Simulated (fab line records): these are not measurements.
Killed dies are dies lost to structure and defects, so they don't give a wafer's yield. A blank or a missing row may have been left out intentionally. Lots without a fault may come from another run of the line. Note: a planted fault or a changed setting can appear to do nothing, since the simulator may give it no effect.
Matching of chambers | flow nand harc | NHARC_P_M1_ETCH_35 on rie diel-03 has 4 sister chambers
The step etches the open film in N2/H2, target depth 40 nm, overetch 12 nm, time 43.94 s. 4 wafers are shown with their chamber, then 12 later ones without.

## EACH WAFER AND ITS CHAMBER
wafer  | chamber | showerhead plenum p Torr (Torr)
L084.1 | 0       | 1.99
L087.1 | 3       | 1.90
L087.2 | 2       | 2.17
L087.3 | 1       | 2.03

## WAFERS WITH NO CHAMBER GIVEN
wafer  | showerhead plenum p Torr (Torr)
L087.4 | 2.03
L087.5 | 1.90
L087.6 | 2.17
L093.1 | 2.17
L093.2 | 1.99
L093.3 | 2.02
L096.2 | 1.99
L096.4 | 2.02
L096.5 | 1.99
L095.2 | 2.17
L095.4 | 1.99
L095.5 | 2.02

## THE CHAMBER EACH PASSED THROUGH
wafer  | from the rows above | in truth
L087.4 | 1                   | 1
L087.5 | 3                   | 3
L087.6 | 2                   | 2
L093.1 | 2                   | 2
L093.2 | 0                   | 0
L093.3 | 1                   | 1
L096.2 | 0                   | 0
L096.4 | 1                   | 1
L096.5 | 0                   | 0
L095.2 | 2                   | 2
L095.4 | 0                   | 0
L095.5 | 1                   | 1
Correctly placed: 12 of 12. From these rows, 0 cannot be placed. 0 placed wrongly.
How it was worked out, from the rows above alone: a wafer's distance from a chamber is the root of the sum, over the readings, of the square of ((its reading less the chamber's mean) divided by the reading's scatter). The wafer belongs to the nearest chamber; if the next one is less than 2 further off, it can't be placed. The mean given for a chamber averages the wafers shown for that chamber. The scatter: root of mean squared gap, hidden wafer to nearest shown wafer, with one shown wafer a chamber.
